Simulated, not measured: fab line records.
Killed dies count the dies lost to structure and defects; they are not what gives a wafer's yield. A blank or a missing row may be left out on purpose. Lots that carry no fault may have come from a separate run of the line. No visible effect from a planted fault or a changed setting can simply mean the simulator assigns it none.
fab line records	flow n5Finfet
record: lots: 7	wafers: 21	lastDay: 15
route steps=1938 shown BEOL_M4@1111 BEOL_M5@1112 PASSIVATION@1936
lots that met no fault: from a run of the same line without faults
startH: hours from the record's first day to the start of the lot's first wafer shown	waitH: hours elapsed since this lot's preceding step	" the same as in the row above	L1.1+2: one row covering several wafers at once	- no value, or no start given	* or withheld: withheld	< > ~ a bound
route shown NAME@n: names a module that has steps shown in the file, with the first one's number in the route	usual: average and standard deviation across the fault-free wafers	same: alike in all rows	chamber/n: place in a boat	sites: per-site readings	_std_site: standard deviation of those values	_edge_site: the outer-site mean with the inner-site mean subtracted	radiusMm: for every site, how far away it sits from the centre of the wafer	mask NAME#n: copy n	behind: tool/chamber where the wafer was last shaped	hold: why the lot went on hold/how many hours it stayed there/how the hold came to an end	device: whichever transistor did not switch (one of n, p or np)	end of line: tests of these same wafers at the route's end	where a step has no rows: the recipe by itself	killed: count of dies lost to structure and defects at first sort (not the wafer's yield)	map: per-die view of a wafer (x killed, . not killed, _ where there is no die)
set.NAME: the setting the step ran with; set.NAME@STEP: the setting that earlier step ran with	model.NAME: the simulator's own value behind a step, which no gauge read
certain route steps with their lots: each step a table, each wafer a row
services: the hour from which a tool's chamber was out of use, counted from the record's first day as startH (under 0 if before that day), plus the number of hours and why
== steps ==
step: N5_BEOL_M4_RC_MEAS_101
usual: DIBL_N: 36.3/1	DIBL_P: 36.2/1.4	IOFF_N: 0.157/0.021	IOFF_P: 0.206/0.025	ION_N: 673/9	ION_P: 461/6.4	SS_N: 71.5/0.5	SS_P: 73.2/0.47	VT_N: 249.9/2.4	VT_P: -250.6/2.9
lot.wafer	tool	chamber	startH	waitH	DIBL_N[mV/V]	DIBL_P[mV/V]	IOFF_N[nA/um]	IOFF_P[nA/um]	ION_N[uA/um]	ION_P[uA/um]	SS_N[mV/dec]	SS_P[mV/dec]	VT_N[mV]	VT_P[mV]
L533.2	prober-02	0	199.80	0.2	36.6	37.1	0.158	0.208	670	457	71.3	73.6	251.4	-251.3
L533.3	"	0	"	"	34.5	34.7	0.138	0.184	673	465	71.1	73.2	250.4	-249.8
L533.5	"	0	"	"	36.5	37.6	0.159	0.216	663	454	71.3	73.7	252.1	-251.2
L532.2	prober-01	0	203.38	0.2	36.1	37.2	0.145	0.207	681	467	71.0	72.4	250.6	-250.6
L532.4	"	0	"	"	36.2	35.7	0.135	0.195	671	464	71.0	72.9	249.6	-250.6
L532.5	"	0	"	"	35.5	35.3	0.130	0.185	672	462	71.1	72.8	251.0	-252.9
L539.1	prober-01	0	233.89	0.0	36.4	36.5	0.167	0.216	683	464	71.9	72.3	247.8	-248.5
L539.3	"	0	"	"	35.2	35.3	0.140	0.192	667	462	71.3	73.0	250.2	-251.0
L539.5	"	0	"	"	37.2	37.3	0.179	0.237	681	470	71.3	73.4	247.5	-245.6
L541.1	prober-01	0	247.18	0.0	33.5	32.4	0.125	0.165	663	447	71.0	73.2	252.8	-254.5
L541.3	"	0	"	"	36.0	35.7	0.155	0.204	667	454	71.0	73.5	251.8	-250.8
L541.4	"	0	"	"	37.6	37.8	0.190	0.232	675	455	72.0	73.8	250.0	-248.7
L542.1	prober-01	0	251.80	0.0	36.8	35.5	0.187	0.244	677	463	71.0	73.3	247.5	-244.9
L542.4	"	0	"	"	36.8	36.0	0.185	0.234	688	465	71.7	73.6	246.7	-245.9
L542.6	"	0	"	"	38.6	38.3	0.231	0.281	700	475	72.1	73.8	243.9	-246.2
L543.1	prober-02	0	263.38	0.0	36.6	36.2	0.157	0.230	686	472	71.8	73.2	248.0	-243.7
L543.4	"	0	"	"	35.8	35.5	0.146	0.223	682	474	70.7	72.7	247.2	-247.0
L543.5	"	0	"	"	37.2	35.9	0.153	0.236	670	465	71.6	72.6	249.0	-248.2
L545.1	prober-02	0	268.33	0.0	35.8	37.4	0.156	0.204	668	457	71.8	73.7	249.6	-252.1
L545.2	"	0	"	"	36.3	37.3	0.171	0.208	682	462	71.4	72.8	248.6	-249.7
L545.3	"	0	"	"	36.2	36.7	0.161	0.196	676	461	71.2	72.6	249.1	-251.0
step: N5_BEOL_M5_ILD_DEP_00
recipe: material: SiCOH_lowk	targetThkA: 1406.4	tempC: 300	precursor: DEMS/porogen	pressureTorr: 5	rfW: 500	timeS: 25.9
usual: heaterPowerW: 332/64	showerheadPlenumPTorr: 5.733/0.015	throttleValvePct: 14.1/0.72
lot.wafer	tool	chamber	startH	waitH	heaterPowerW	showerheadPlenumPTorr	throttleValvePct
L533.2	pecvd-02	0	200.60	0.7	244	5.736	14.6
L533.3	"	2	"	"	263	5.713	14.5
L533.5	"	0	"	"	246	5.719	14.6
L532.2	pecvd-01	1	204.19	0.7	405	5.733	14.6
L532.4	"	1	"	"	403	5.748	14.6
L532.5	"	0	"	"	339	5.741	14.7
L539.1	pecvd-01	2	234.85	0.8	311	5.741	13.6
L539.3	"	1	"	"	437	5.749	14.8
L539.5	"	2	"	"	306	5.700	13.3
L541.1	pecvd-01	0	248.14	0.8	354	5.744	14.5
L541.3	"	2	"	"	279	5.734	13.5
L541.4	"	1	"	"	370	5.743	14.8
L542.1	pecvd-04	1	252.76	0.8	446	5.751	13.4
L542.4	"	2	"	"	355	5.742	12.9
L542.6	"	0	"	"	255	5.733	14.8
L543.1	pecvd-02	1	264.35	0.8	308	5.715	14.9
L543.4	"	2	"	"	281	5.704	12.6
L543.5	"	0	"	"	231	5.729	14.6
L545.1	pecvd-01	0	269.29	0.8	336	5.745	14.6
L545.2	"	2	"	"	332	5.713	13.5
L545.3	"	1	"	"	364	5.738	14.5
step: N5_BEOL_M5_CURE_79
recipe: tempC: 385	timeS: 240	ambient: He/Ar	material: SiCOH_lowk
usual: lampPowerPct: 52.32/0.048	wafer_temp_C_max: 386.8/0.52
lot.wafer	tool	chamber	startH	waitH	lampPowerPct	wafer_temp_C_max
L533.2	uvCure-02	1	200.74	0.1	52.26	387.4
L533.3	"	1	"	"	52.32	387.4
L533.5	"	1	"	"	52.23	387.1
L532.2	uvCure-02	2	204.33	0.1	52.35	386.8
L532.4	"	2	"	"	52.31	386.4
L532.5	"	2	"	"	52.27	386.8
L539.1	uvCure-02	0	234.91	0.0	52.34	386.8
L539.3	"	0	"	"	52.42	387.3
L539.5	"	0	"	"	52.37	386.9
L541.1	uvCure-01	1	248.20	0.0	52.38	387.3
L541.3	"	1	"	"	52.34	388.5
L541.4	"	1	"	"	52.40	387.6
L542.1	uvCure-01	2	252.82	0.0	52.27	386.7
L542.4	"	2	"	"	52.31	386.6
L542.6	"	2	"	"	52.34	387.0
L543.1	uvCure-01	0	264.41	0.0	52.35	386.5
L543.4	"	0	"	"	52.29	386.2
L543.5	"	0	"	"	52.34	386.3
L545.1	uvCure-03	1	269.35	0.0	52.29	386.3
L545.2	"	1	"	"	52.35	386.0
L545.3	"	1	"	"	52.31	386.0
step: N5_BEOL_M5_THK_MEAS_01
recipe: reads: SiCOH_lowk_of_BEOL_M5_ILD_DEP_00
usual: M5_ILD_THK: 120.9/1.7
lot.wafer	tool	chamber	startH	waitH	M5_ILD_THK[nm]
L533.2	filmMetro-02	-	201.18	0.4	119.3
L533.3	"	-	"	"	120.0
L533.5	"	-	"	"	122.6
L532.2	filmMetro-01	-	204.76	0.4	119.1
L532.4	"	-	"	"	120.8
L532.5	"	-	"	"	120.8
L539.1	filmMetro-01	-	235.42	0.4	121.4
L539.3	"	-	"	"	119.8
L539.5	"	-	"	"	123.1
L541.1	filmMetro-01	-	248.71	0.4	118.4
L541.3	"	-	"	"	119.0
L541.4	"	-	"	"	121.8
L542.1	filmMetro-01	-	253.33	0.4	122.8
L542.4	"	-	"	"	123.6
L542.6	"	-	"	"	123.0
L543.1	filmMetro-02	-	264.92	0.4	117.1
L543.4	"	-	"	"	119.5
L543.5	"	-	"	"	122.1
L545.1	filmMetro-01	-	269.86	0.4	120.9
L545.2	"	-	"	"	119.6
L545.3	"	-	"	"	120.4
step: N5_BEOL_M5_PECVD_70
recipe: material: SiO2	targetThkA: 160	tempC: 400	precursor: TEOS/O2	pressureTorr: 5.5	rfW: 450	teosFlowSccm: 53.8	gas: O2	flowSccm: 3000	timeS: 18
usual: heaterPowerW: 747/120	showerheadPlenumPTorr: 8.75/0.053	throttleValvePct: 22.7/1.2
lot.wafer	tool	chamber	startH	waitH	heaterPowerW	showerheadPlenumPTorr	throttleValvePct
L533.2	pecvd-02	0	201.21	0.0	583	8.72	23.8
L533.3	"	2	"	"	680	8.71	22.9
L533.5	"	0	"	"	598	8.73	23.7
L532.2	pecvd-02	1	204.80	0.0	682	8.68	23.9
L532.4	"	1	"	"	698	8.68	23.9
L532.5	"	0	"	"	557	8.73	23.6
L539.1	pecvd-04	0	235.46	0.0	597	8.75	22.9
L539.3	"	1	"	"	862	8.84	21.4
L539.5	"	0	"	"	590	8.76	23.3
L541.1	pecvd-01	2	248.75	0.0	696	8.69	21.4
L541.3	"	1	"	"	833	8.77	23.7
L541.4	"	1	"	"	817	8.81	23.6
L542.1	pecvd-02	0	253.37	0.0	596	8.74	23.9
L542.4	"	2	"	"	642	8.68	20.1
L542.6	"	0	"	"	609	8.74	23.8
L543.1	pecvd-01	2	264.96	0.0	690	8.71	21.8
L543.4	"	0	"	"	868	8.75	23.7
L543.5	"	1	"	"	930	8.78	23.8
L545.1	pecvd-04	0	269.90	0.0	595	8.76	23.1
L545.2	"	1	"	"	973	8.81	21.7
L545.3	"	2	"	"	794	8.83	21.3
step: N5_BEOL_M5_HM_DEP_02
recipe: material: TiN	targetThkA: 200	tempC: 25	chamberPressurePa: 0.49996
usual: throttleValvePct: 29.8/1.4
lot.wafer	tool	chamber	startH	waitH	throttleValvePct
L533.2	pvdSputter-03	-	201.72	0.5	31.3
L533.3	"	-	"	"	27.9
L533.5	"	-	"	"	29.9
L532.2	pvdSputter-02	-	205.61	0.8	29.3
L532.4	"	-	"	"	29.9
L532.5	"	-	"	"	27.7
L539.1	pvdSputter-03	-	236.80	1.3	31.5
L539.3	"	-	"	"	27.9
L539.5	"	-	"	"	27.8
L541.1	pvdSputter-03	-	250.95	2.2	31.6
L541.3	"	-	"	"	27.9
L541.4	"	-	"	"	32.0
L542.1	pvdSputter-03	-	254.10	0.7	29.5
L542.4	"	-	"	"	32.3
L542.6	"	-	"	"	27.7
L543.1	pvdSputter-02	-	266.21	1.2	28.2
L543.4	"	-	"	"	29.2
L543.5	"	-	"	"	29.4
L545.1	pvdSputter-01	-	271.82	1.9	31.2
L545.2	"	-	"	"	28.4
L545.3	"	-	"	"	28.7
step: N5_BEOL_M5_COAT_59
recipe: resist: SOC	tempC: 250	timeS: 60	spinRpm: 1500	resistThkNm: 60
step: N5_BEOL_M5_COAT_60
recipe: resist: SiARC	tempC: 220	timeS: 60	spinRpm: 1500	resistThkNm: 12
step: N5_BEOL_M5_COAT_71
recipe: resist: underlayer	tempC: 205	timeS: 60	spinRpm: 1500	resistThkNm: 5
step: N5_BEOL_M5_COAT_05
recipe: resist: CAR-EUV	spinRpm: 1500	resistThkNm: 30
step: N5_BEOL_M5_EBR_07
recipe: solvent: PGMEA	ebrWidthMm: 1.5
step: N5_BEOL_M5_SOFTBAKE_06
recipe: tempC: 110	timeS: 60	resist: CAR-EUV
step: N5_BEOL_M5_EXPOSE_08
recipe: maskId: M5	na: 0.33	sourceShape: annular	sigmaInner: 0.4	sigmaOuter: 0.8	polarization: unpolarized	targetCdNm: 28	doseMj: 35.75
usual: reticleTempC: 22.99/0.1
same: sigmaInner: 0.4
lot.wafer	tool	chamber	startH	waitH	mask	reticleTempC	model.BEOL_M5.overlayXNm
L533.2	euvScanner-02	0	201.99	-	M5#0	22.87	0
L533.3	"	0	"	"	M5#0	23.06	0
L533.5	"	0	"	"	M5#0	23.07	0
L532.2	euvScanner-02	0	205.88	-	M5#0	23.14	0.2
L532.4	"	0	"	"	M5#0	22.89	0.2
L532.5	"	0	"	"	M5#0	23.05	0.2
L539.1	euvScanner-02	0	237.07	-	M5#0	22.93	6.2
L539.3	"	0	"	"	M5#0	23.12	6.2
L539.5	"	0	"	"	M5#0	23.05	6.2
L541.1	euvScanner-02	0	251.34	-	M5#0	23.22	6.2
L541.3	"	0	"	"	M5#0	23.12	6.2
L541.4	"	0	"	"	M5#0	23.26	6.2
L542.1	euvScanner-01	0	254.49	-	M5#0	22.94	0
L542.4	"	0	"	"	M5#0	22.87	0
L542.6	"	0	"	"	M5#0	22.98	0
L543.1	euvScanner-02	0	266.49	-	M5#0	22.95	6.4
L543.4	"	0	"	"	M5#0	23.00	6.4
L543.5	"	0	"	"	M5#0	22.73	6.4
L545.1	euvScanner-01	0	272.21	-	M5#0	22.89	0.2
L545.2	"	0	"	"	M5#0	22.94	0.2
L545.3	"	0	"	"	M5#0	22.95	0.2
step: N5_BEOL_M5_PEB_09
recipe: pebTempC: 100	pebTimeS: 60	resist: CAR-EUV
step: N5_BEOL_M5_DEVELOP_10
recipe: developTimeS: 30	developer: TMAH	resist: CAR-EUV	rinseLiquid: surfactantRinse	dry: airSpin	devTempC: 23
step: N5_BEOL_M5_CD_MEAS_11
recipe: targetCdNm: 27.74	landingEnergyEv: 500	detector: seInlens
usual: cdNm: 27.95/0.24
lot.wafer	tool	chamber	startH	waitH	cdNm
L533.2	cdSem-02	0	202.11	-	27.76
L533.3	"	0	"	"	27.59
L533.5	"	0	"	"	28.15
L532.2	cdSem-03	0	206.00	-	28.35
L532.4	"	0	"	"	27.84
L532.5	"	0	"	"	28.25
L539.1	cdSem-03	0	237.19	-	27.85
L539.3	"	0	"	"	27.67
L539.5	"	0	"	"	27.51
L541.1	cdSem-03	0	251.46	-	27.65
L541.3	"	0	"	"	28.22
L541.4	"	0	"	"	28.12
L542.1	cdSem-02	0	254.62	-	27.78
L542.4	"	0	"	"	28.18
L542.6	"	0	"	"	27.92
L543.1	cdSem-03	0	266.61	-	27.68
L543.4	"	0	"	"	27.79
L543.5	"	0	"	"	27.76
L545.1	cdSem-02	0	272.33	-	28.22
L545.2	"	0	"	"	27.66
L545.3	"	0	"	"	28.33
step: N5_BEOL_M5_OVL_MEAS_12
recipe: pointsPerWafer: 522
usual: M5_OVL: 0.0/0.61
lot.wafer	tool	chamber	startH	waitH	M5_OVL[nm]
L533.2	overlay-02	0	202.14	0.0	0.8
L533.3	"	0	"	"	0.1
L533.5	"	0	"	"	-0.7
L532.2	overlay-02	0	206.04	0.0	0.0
L532.4	"	0	"	"	-0.2
L532.5	"	0	"	"	1.7
L539.1	overlay-02	0	237.22	0.0	6.1
L539.3	"	0	"	"	5.7
L539.5	"	0	"	"	6.0
L541.1	overlay-02	0	251.49	0.0	5.9
L541.3	"	0	"	"	6.1
L541.4	"	0	"	"	5.9
L542.1	overlay-02	0	254.65	0.0	-0.5
L542.4	"	0	"	"	-0.4
L542.6	"	0	"	"	0.5
L543.1	overlay-01	0	266.64	0.0	6.6
L543.4	"	0	"	"	6.3
L543.5	"	0	"	"	6.3
L545.1	overlay-01	0	272.36	0.0	-0.8
L545.2	"	0	"	"	0.1
L545.3	"	0	"	"	-0.2
step: N5_BEOL_M5_INSPECT_13
recipe: mode: adi	inspectInstrument: brightfield
usual: rawDefectCount: 423/89
lot.wafer	tool	chamber	startH	waitH	rawDefectCount
L533.2	defectInspect-01	-	202.20	0.0	429
L533.3	"	-	"	"	407
L533.5	"	-	"	"	385
L532.2	defectInspect-02	-	206.09	0.0	342
L532.4	"	-	"	"	331
L532.5	"	-	"	"	370
L539.1	defectInspect-01	-	237.28	0.1	369
L539.3	"	-	"	"	241
L539.5	"	-	"	"	302
L541.1	defectInspect-02	-	251.55	0.1	446
L541.3	"	-	"	"	368
L541.4	"	-	"	"	389
L542.1	defectInspect-02	-	254.71	0.1	637
L542.4	"	-	"	"	472
L542.6	"	-	"	"	684
L543.1	defectInspect-02	-	266.70	0.1	331
L543.4	"	-	"	"	368
L543.5	"	-	"	"	327
L545.1	defectInspect-02	-	272.42	0.1	336
L545.2	"	-	"	"	314
L545.3	"	-	"	"	369
step: N5_PASSIVATION_PROBE_49
usual: defectLimitedYield: 91.1/1.3	killed_at_M0_to_M3: 36/10	killed_at_M4_up: 14/4.4	killedAtContacts: 14/5.7	killedAtFrontEnd: 39/9.4	killedAtOther: 2.9/2.6	killedDies: 105/15	killedOpen: 70/12	killedShort: 34/7.1	sort_bin_5_function: 5.3/0.77	sort_bin_6_memory: 3.3/0.66	sortNPass: 1075/15	sortYieldPct: 91.1/1.3
same: grossDies: 1180	killedAtBackSide: 0	sort_bin_4_leakage[%]: 0	sort_bin_8_speed[%]: 0
lot.wafer	tool	chamber	startH	waitH	defectLimitedYield[%]	killed_at_M0_to_M3	killed_at_M4_up	killedAtContacts	killedAtFrontEnd	killedAtOther	killedDies	killedOpen	killedShort	sort_bin_5_function[%]	sort_bin_6_memory[%]	sortNPass	sortYieldPct[%]
L532.2	prober-01	-	298.54	0.1	88.5	58	19	11	45	3	136	85	47	6.9	3.8	1044	88.5
L532.4	prober-01	-	298.64	0.2	90.2	36	9	17	47	7	116	75	38	5.8	3.8	1064	90.2
L532.5	prober-01	-	298.69	0.2	90.4	44	8	12	47	2	113	69	42	5.3	3.7	1067	90.4
L533.2	prober-01	-	302.85	0.1	92.4	25	9	17	39	0	90	50	35	4.8	2.5	1090	92.4
L533.3	prober-01	-	302.90	0.1	89.4	32	17	15	58	3	125	88	37	6.6	3.7	1055	89.4
L533.5	prober-01	-	303.00	0.2	90.0	37	15	17	46	3	118	77	39	6.4	3.3	1062	90.0
L541.1	prober-01	-	345.64	0.0	91.9	37	11	7	38	3	96	65	31	3.9	3.9	1084	91.9
L541.3	prober-01	-	345.74	0.1	90.3	48	11	13	39	4	115	68	44	5.7	3.1	1065	90.3
L541.4	prober-01	-	345.79	0.2	91.8	38	14	14	27	4	97	63	32	4.8	3.2	1083	91.8
L542.1	prober-01	-	360.02	0.0	89.1	34	23	22	45	5	129	99	28	5.7	4.7	1051	89.1
L542.4	prober-01	-	360.17	0.2	90.2	44	14	11	42	5	116	75	41	5.9	3.5	1064	90.2
L542.6	prober-01	-	360.27	0.3	90.3	37	12	10	55	0	114	81	31	5.2	4.3	1066	90.3
L543.1	prober-02	-	361.79	0.0	94.7	18	11	6	27	1	63	43	20	3.6	1.6	1117	94.7
L543.4	prober-02	-	361.94	0.2	91.3	44	12	12	32	3	103	72	29	5.0	3.6	1077	91.3
L543.5	prober-02	-	361.99	0.2	92.5	31	12	6	37	3	89	48	41	4.2	3.1	1091	92.5
L545.1	prober-02	-	362.75	0.0	92.4	25	16	15	33	1	90	64	24	4.9	2.5	1090	92.4
L545.2	prober-02	-	362.80	0.1	91.1	29	13	15	46	2	105	65	38	5.4	3.1	1075	91.1
L545.3	prober-02	-	362.85	0.1	90.8	27	9	10	59	3	108	74	30	4.9	3.6	1072	90.8
killed by level:class
L532.2 BEOL_M0_SAQP:geometricParticle:open=18 BEOL_M0_SAQP:geometricParticle:short=15 STI_FIN_REVEAL:geometricParticle:open=8 MOL_CONTACT_COAG:geometricParticle:open=8 BEOL_M1:geometricParticle:open=8 BEOL_M4:geometricParticle:open=7 FIN_SAQP:geometricParticle:open=6 DUMMY_GATE:geometricParticle:open=6
L532.4 MOL_CONTACT_COAG:geometricParticle:open=13 STI_FIN_REVEAL:geometricParticle:open=12 BEOL_M3:geometricParticle:open=8 FIN_SAQP:geometricParticle:open=7 BEOL_M1:geometricParticle:open=7 ILD0:geometricParticle:short=5 BEOL_M0_SAQP:geometricParticle:open=5 BEOL_M0_SAQP:geometricParticle:short=5
L532.5 STI_FIN_REVEAL:geometricParticle:open=14 FIN_SAQP:geometricParticle:short=12 MOL_CONTACT_COAG:geometricParticle:open=12 BEOL_M0_SAQP:geometricParticle:short=12 BEOL_M0_SAQP:geometricParticle:open=10 BEOL_M1:geometricParticle:open=10 FIN_SAQP:geometricParticle:open=4 GATE_CUT:geometricParticle:open=4
L533.2 MOL_CONTACT_COAG:geometricParticle:open=12 FIN_SAQP:geometricParticle:short=7 BEOL_M2:geometricParticle:open=7 DUMMY_GATE:geometricParticle:open=6 STI_FIN_REVEAL:geometricParticle:open=5 GATE_CUT:geometricParticle:short=5 MOL_CONTACT_COAG:geometricParticle:short=5 BEOL_M0_SAQP:geometricParticle:short=5
L533.3 STI_FIN_REVEAL:geometricParticle:open=15 FIN_SAQP:geometricParticle:open=14 MOL_CONTACT_COAG:geometricParticle:open=12 GATE_CUT:geometricParticle:short=9 BEOL_M4:geometricParticle:open=9 BEOL_M0_SAQP:geometricParticle:short=8 BEOL_M0_SAQP:geometricParticle:open=7 BEOL_M7:geometricParticle:open=6
L533.5 MOL_CONTACT_COAG:geometricParticle:open=13 BEOL_M4:geometricParticle:open=10 FIN_SAQP:geometricParticle:short=9 BEOL_M0_SAQP:geometricParticle:open=9 BEOL_M0:geometricParticle:open=7 GATE_CUT:geometricParticle:short=6 BEOL_M0_SAQP:geometricParticle:short=6 STI_FIN_REVEAL:geometricParticle:open=5
L541.1 STI_FIN_REVEAL:geometricParticle:open=13 BEOL_M2:geometricParticle:open=9 BEOL_M3:geometricParticle:open=9 BEOL_M2:geometricParticle:short=6 GATE_CUT:geometricParticle:short=5 MOL_CONTACT_COAG:geometricParticle:open=5 FIN_SAQP:geometricParticle:open=4 DUMMY_GATE:geometricParticle:open=4
L541.3 FIN_SAQP:geometricParticle:short=10 BEOL_M0_SAQP:geometricParticle:open=9 BEOL_M1:geometricParticle:open=9 MOL_CONTACT_COAG:geometricParticle:open=8 BEOL_M0_SAQP:geometricParticle:short=8 BEOL_M3:geometricParticle:open=8 STI_FIN_REVEAL:geometricParticle:open=6 BEOL_M2:geometricParticle:open=6
L541.4 MOL_CONTACT_COAG:geometricParticle:open=11 BEOL_M3:geometricParticle:open=9 BEOL_M0_SAQP:geometricParticle:short=8 BEOL_M4:geometricParticle:open=8 BEOL_M0_SAQP:geometricParticle:open=7 BEOL_M1:geometricParticle:open=6 FIN_SAQP:geometricParticle:open=4 BEOL_M1:geometricParticle:short=4
L542.1 STI_FIN_REVEAL:geometricParticle:open=19 MOL_CONTACT_COAG:geometricParticle:open=19 BEOL_M0_SAQP:geometricParticle:open=17 BEOL_M4:geometricParticle:open=12 FIN_SAQP:geometricParticle:open=9 BEOL_M1:geometricParticle:open=6 STI_FIN_REVEAL:geometricParticle:short=5 BEOL_M0_SAQP:geometricParticle:short=5
L542.4 BEOL_M0_SAQP:geometricParticle:open=18 BEOL_M0_SAQP:geometricParticle:short=15 STI_FIN_REVEAL:geometricParticle:open=9 MOL_CONTACT_COAG:geometricParticle:open=7 FIN_SAQP:geometricParticle:open=6 BEOL_M1:geometricParticle:open=6 FIN_SAQP:geometricParticle:short=5 DUMMY_GATE:geometricParticle:open=5
L542.6 STI_FIN_REVEAL:geometricParticle:open=22 BEOL_M0_SAQP:geometricParticle:open=18 BEOL_M0_SAQP:geometricParticle:short=10 FIN_SAQP:geometricParticle:open=8 MOL_CONTACT_COAG:geometricParticle:open=8 GATE_CUT:geometricParticle:short=6 BEOL_M8:geometricParticle:open=6 STI_FIN_REVEAL:geometricParticle:short=4
L543.1 FIN_SAQP:geometricParticle:open=6 STI_FIN_REVEAL:geometricParticle:open=6 BEOL_M0_SAQP:geometricParticle:short=5 BEOL_M0_SAQP:geometricParticle:open=5 BEOL_M3:geometricParticle:open=4 BEOL_M4:geometricParticle:open=4 FIN_CUT:geometricParticle:open=3 ILD0:geometricParticle:short=3
L543.4 BEOL_M0_SAQP:geometricParticle:open=12 MOL_CONTACT_COAG:geometricParticle:open=11 BEOL_M3:geometricParticle:open=11 FIN_SAQP:geometricParticle:open=10 BEOL_M0_SAQP:geometricParticle:short=9 FIN_SAQP:geometricParticle:short=6 BEOL_M4:geometricParticle:open=6 BEOL_M2:geometricParticle:open=6
L543.5 FIN_SAQP:geometricParticle:short=17 BEOL_M0_SAQP:geometricParticle:short=10 BEOL_M0_SAQP:geometricParticle:open=10 FIN_SAQP:geometricParticle:open=7 MOL_CONTACT_COAG:geometricParticle:open=5 BEOL_M1:geometricParticle:open=5 BEOL_M4:geometricParticle:open=3 BEOL_M4:geometricParticle:short=3
L545.1 MOL_CONTACT_COAG:geometricParticle:open=14 BEOL_M3:geometricParticle:open=9 BEOL_M5:geometricParticle:open=7 FIN_SAQP:geometricParticle:open=6 FIN_SAQP:geometricParticle:short=6 STI_FIN_REVEAL:geometricParticle:open=6 STARTING-WAFER:geometricParticle:open=5 GATE_CUT:geometricParticle:short=4
L545.2 MOL_CONTACT_COAG:geometricParticle:open=13 FIN_SAQP:geometricParticle:short=11 FIN_SAQP:geometricParticle:open=8 BEOL_M3:geometricParticle:open=8 BEOL_M0:geometricParticle:open=6 STI_FIN_REVEAL:geometricParticle:open=5 GATE_CUT:geometricParticle:short=5 BEOL_M3:geometricParticle:short=4
L545.3 STI_FIN_REVEAL:geometricParticle:open=14 FIN_SAQP:geometricParticle:open=12 GATE_CUT:geometricParticle:short=10 MOL_CONTACT_COAG:geometricParticle:open=10 STARTING-WAFER:geometricParticle:open=7 BEOL_M0:geometricParticle:open=5 FIN_SAQP:geometricParticle:short=4 BEOL_M0_SAQP:geometricParticle:short=4
== services ==
tool	chamber	startH	hours	kind
pecvd-02	-	184.46	1.2	repair
euvScanner-01	-	188.38	1.0	pm
euvScanner-02	-	190.35	4.6	pm
uvCure-03	-	193.95	7.5	pm
pecvd-04	-	197.88	0.6	repair
euvScanner-01	-	198.58	4.6	pm
pecvd-02	2	202.38	-	clean
pecvd-02	2	202.38	-	consumableReplace:showerhead
pecvd-02	2	202.38	29.0	scheduledDown
pecvd-02	2	202.38	29.0	ventCycle
euvScanner-02	-	203.98	1.0	pm
pecvd-04	1	226.33	5.5	scheduledDown
uvCure-01	-	226.66	10.1	repair
euvScanner-01	-	244.53	1.0	pm
pecvd-02	2	256.98	2.1	scheduledDown
euvScanner-02	-	260.13	1.0	pm
pecvd-01	1	271.54	5.0	scheduledDown
== key ==
firstSign: step: N5_BEOL_M5_OVL_MEAS_12	reading: M5_OVL	direction: up	sigmas: 10	usual: 0.0	struck: 6.1
effect none on later readings
modelEffect: step: N5_BEOL_M5_EXPOSE_08	value: BEOL_M5.overlayXNm	without: -0.06667	struck: 6.267
metAt N5_BEOL_M5_EXPOSE_08
struckWafers L539.1,L539.3,L539.5,L541.1,L541.3,L541.4,L543.1,L543.4,L543.5
onsetBetween 205.88 237.07
fault: kind: scannerMatchingOverlay	tool: euvScanner-02	chamber: -	onsetH: 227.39	steps: N5_BEOL_M5_EXPOSE_08	offset: 6.3535
